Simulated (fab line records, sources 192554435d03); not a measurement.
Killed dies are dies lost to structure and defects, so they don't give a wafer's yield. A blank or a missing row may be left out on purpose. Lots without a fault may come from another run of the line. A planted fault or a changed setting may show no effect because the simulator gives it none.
One fault seen from 3 desks | flow n5_finfet | each desk has only its own numbers; what lay behind them comes last

THE DEFECT DESK
What the inspections along the route counted, lot by lot: means of the sampled wafers that have a number. A lot is out of limits, marked OUT, if its mean lies more than 4 standard deviations from the usual mean; the brackets give that distance.
Columns: A = raw_defect_count at N5_BEOL_M2_INSPECT_30, usual 438
lot  | first seen here | A
L275 | day 8 21:34     | 458
L277 | day 9 07:31     | 478
L268 | day 11 13:56    | 375
L286 | day 12 07:15    | 358
L287 | day 12 12:28    | 432
L288 | day 12 19:26    | 395
This desk's finding: nothing out of limits on any of the 6 lots.

THE TOOL OWNER'S DESK: ald_sin-01
The tool's own readings at N5_BEOL_M2_ALD_98 (deposits SiO2, target thk 2.5 nm, pulse time 1 s, co reactant pulse time 1 s): means of the sampled wafers that have a number, for each lot that ran on this tool. A lot is out of limits, marked OUT, if its mean lies more than 4 standard deviations from the usual mean; the brackets give that distance.
Columns: A = heater_power_w at N5_BEOL_M2_ALD_98, usual 76 W; B = precursor_pulse_height_rel at N5_BEOL_M2_ALD_98, usual 1.001
lot  | first seen here | A  | B
L275 | day 8 22:07     | 70 | 0.990
L277 | day 9 07:41     | 78 | 1.018
L288 | day 12 19:44    | 77 | 0.995
This desk's finding: nothing out of limits on any of the 3 lots.

THE METROLOGY DESK
What the gauges read, lot by lot, whatever tool the lot ran on: means of the sampled wafers that have a number. A lot is out of limits, marked OUT, if its mean lies more than 4 standard deviations from the usual mean; the brackets give that distance. Of its 12 readings 7 are shown: those that lie furthest out on some lot.
Columns: A = cd_nm at N5_BEOL_M2_CD_MEAS_28, usual 26.26 nm; B = V1_OVL at N5_BEOL_M2_OVL_MEAS_29, usual -0.1 nm; C = DIBL_N at N5_BEOL_M4_RC_MEAS_101, usual 36.1 mV/V; D = ION_P at N5_BEOL_M4_RC_MEAS_101, usual 462 uA/um; E = SS_N at N5_BEOL_M4_RC_MEAS_101, usual 71.4 mV/dec; F = VT_N at N5_BEOL_M4_RC_MEAS_101, usual 249.7 mV; G = VT_P at N5_BEOL_M4_RC_MEAS_101, usual -250 mV
lot  | first seen here | A     | B    | C    | D   | E    | F     | G
L275 | day 8 21:29     | 26.45 | 0.1  | 35.7 | 455 | 71.9 | 248.8 | -251
L277 | day 9 07:26     | 25.79 | 0.2  | 35.0 | 464 | 71.2 | 250.8 | -250
L268 | day 11 13:50    | 26.05 | 0.7  | 34.7 | 467 | 70.7 | 250.3 | -247
L286 | day 12 07:10    | 26.67 | -0.2 | 35.3 | 455 | 70.9 | 250.6 | -253
L287 | day 12 12:23    | 26.38 | -0.1 | 34.7 | 464 | 71.3 | 250.0 | -251
L288 | day 12 19:20    | 26.37 | 0.1  | 36.8 | 465 | 71.7 | 247.2 | -245
This desk's finding: nothing out of limits on any of the 6 lots.

PUT TOGETHER
The defect desk saw nothing out of limits.
The tool owner's desk saw nothing out of limits.
The metrology desk saw nothing out of limits.

WHAT THE SIMULATOR HAD PUT IN
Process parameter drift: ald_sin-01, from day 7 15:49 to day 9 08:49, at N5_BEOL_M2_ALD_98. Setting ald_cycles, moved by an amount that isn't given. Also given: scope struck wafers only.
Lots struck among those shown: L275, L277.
